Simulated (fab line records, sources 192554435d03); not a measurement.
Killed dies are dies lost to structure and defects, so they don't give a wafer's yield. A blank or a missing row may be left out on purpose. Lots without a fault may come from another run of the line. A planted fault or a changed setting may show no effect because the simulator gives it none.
Split-lot experiment | flow n5_finfet | 7 lots, 39 wafers read, on a route of 1938 steps

THE SPLIT
At N5_PASSIVATION_PECVD_35 (deposits SiNx from SiH4/NH3/N2, target thk 700 nm, time 151.3 s), the setting time_s was moved away from the recipe's 151.3 s on 12 of the 39 wafers read, by -47.9% to +39.0%. The other wafers ran this setting at the recipe's value.

The reading is taken at the split's own step.

THE READING
SiNx_of_PASSIVATION_PECVD_35.thk_nm (the simulator's own value, which no gauge read), in nm, at N5_PASSIVATION_PECVD_35 (deposits SiNx from SiH4/NH3/N2, target thk 700 nm, time 151.3 s). The file gives no usual value for it. The 27 wafers here that ran the recipe average 698.1 nm, standard deviation 10 nm.

wafer  | tool, chamber at the split | time_s as run, s | against the recipe | SiNx_of_PASSIVATION_PECVD_35.thk_nm, nm | against lot-mates on the recipe
L078.1 | pecvd-02, 2                | 101.9            | -32.7%             | 478.2                                   | -223.1
L078.2 | pecvd-02, 0                | 151.3            | recipe             | 700.6                                   | -
L078.3 | pecvd-02, 1                | 101.9            | -32.7%             | 456.2                                   | -245.1
L078.4 | pecvd-02, 1                | 151.3            | recipe             | 697.6                                   | -
L078.5 | pecvd-02, 2                | 101.9            | -32.7%             | 485.4                                   | -215.9
L078.6 | pecvd-02, 0                | 151.3            | recipe             | 705.8                                   | -
L081.1 | pecvd-01, 0                | 151.3            | recipe             | 689.6                                   | -
L081.2 | pecvd-01, 1                | 210.3            | +39.0%             | 966.4                                   | +262.9
L081.3 | pecvd-01, 2                | 210.3            | +39.0%             | 975.2                                   | +271.7
L081.4 | pecvd-01, 1                | 151.3            | recipe             | 720                                     | -
L081.5 | pecvd-01, 2                | 151.3            | recipe             | 701                                     | -
L081.6 | pecvd-01, 0                | 210.3            | +39.0%             | 977.2                                   | +273.7
L082.1 | pecvd-03, 2                | 151.3            | recipe             | 691                                     | -
L082.2 | pecvd-03, 1                | 180.2            | +19.1%             | 834.8                                   | +129.3
L082.3 | pecvd-03, 0                | 180.2            | +19.1%             | 843.8                                   | +138.3
L082.4 | pecvd-03, 0                | 151.3            | recipe             | 717                                     | -
L082.5 | pecvd-03, 1                | 151.3            | recipe             | 708.6                                   | -
L082.6 | pecvd-03, 2                | 180.2            | +19.1%             | 838.2                                   | +132.7
L084.3 | pecvd-02, 1                | 151.3            | recipe             | 676.6                                   | -
L084.5 | pecvd-02, 0                | 151.3            | recipe             | 694.4                                   | -
L084.6 | pecvd-02, 2                | 151.3            | recipe             | 698.2                                   | -
L087.1 | pecvd-03, 2                | 151.3            | recipe             | 687.2                                   | -
L087.2 | pecvd-03, 1,2              | 151.3            | recipe             | 693.4                                   | -
L087.5 | pecvd-03, 1,2              | 151.3            | recipe             | 693.4                                   | -
L087.3 | pecvd-03, 0                | 151.3            | recipe             | 690                                     | -
L087.4 | pecvd-03, 1                | 151.3            | recipe             | 696.8                                   | -
L087.6 | pecvd-03, 0                | 151.3            | recipe             | 704.8                                   | -
L096.1 | pecvd-03, 0                | 151.3            | recipe             | 685.2                                   | -
L096.2 | pecvd-03, 1                | 151.3            | recipe             | 684.8                                   | -
L096.3 | pecvd-03, 2                | 151.3            | recipe             | 691.6                                   | -
L096.4 | pecvd-03, 1                | 151.3            | recipe             | 700                                     | -
L096.5 | pecvd-03, 0                | 151.3            | recipe             | 701.2                                   | -
L096.6 | pecvd-03, 2                | 151.3            | recipe             | 697.2                                   | -
L095.1 | pecvd-03, 1                | 151.3            | recipe             | 699                                     | -
L095.2 | pecvd-03, 0                | 151.3            | recipe             | 706.4                                   | -
L095.3 | pecvd-03, 2                | 78.88            | -47.9%             | 372.6                                   | -334.7
L095.4 | pecvd-03, 2                | 78.88            | -47.9%             | 374.2                                   | -333.1
L095.5 | pecvd-03, 0                | 151.3            | recipe             | 716.6                                   | -
L095.6 | pecvd-03, 1                | 78.88            | -47.9%             | 376.8                                   | -330.5
Where a row lists several chambers, the file gives one row for several wafers and doesn't say which wafer went through which chamber.

THE FIT
A straight line over all 39 wafers: SiNx_of_PASSIVATION_PECVD_35.thk_nm changes by +6.92 nm for each +1% of time_s; r = +1.00; the points scatter about the line by 9.9 nm.
The same after taking each lot's own level away (the mean of its wafers on the recipe; 39 wafers): +6.95 nm for each +1%; r = +1.00; scatter 7.9 nm.
On that fit, the largest move of time_s shifts the reading by 3.3e+02 nm.
The lots' own levels span 689.73 to 707.33 nm, that is 1.8 times the standard deviation above.
So the lot-to-lot level changes the slope little: the two slopes agree.
Check: with one of the wafers moved furthest among these (-47.9%) left out of the fit, the line predicts -332 nm for it against its lot-mates. It came out at -335 nm against them.

THE FILE'S OWN FIT
SiNx_of_PASSIVATION_PECVD_35.thk_nm changes by +6.95 nm for each +1% of time_s, r = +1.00.
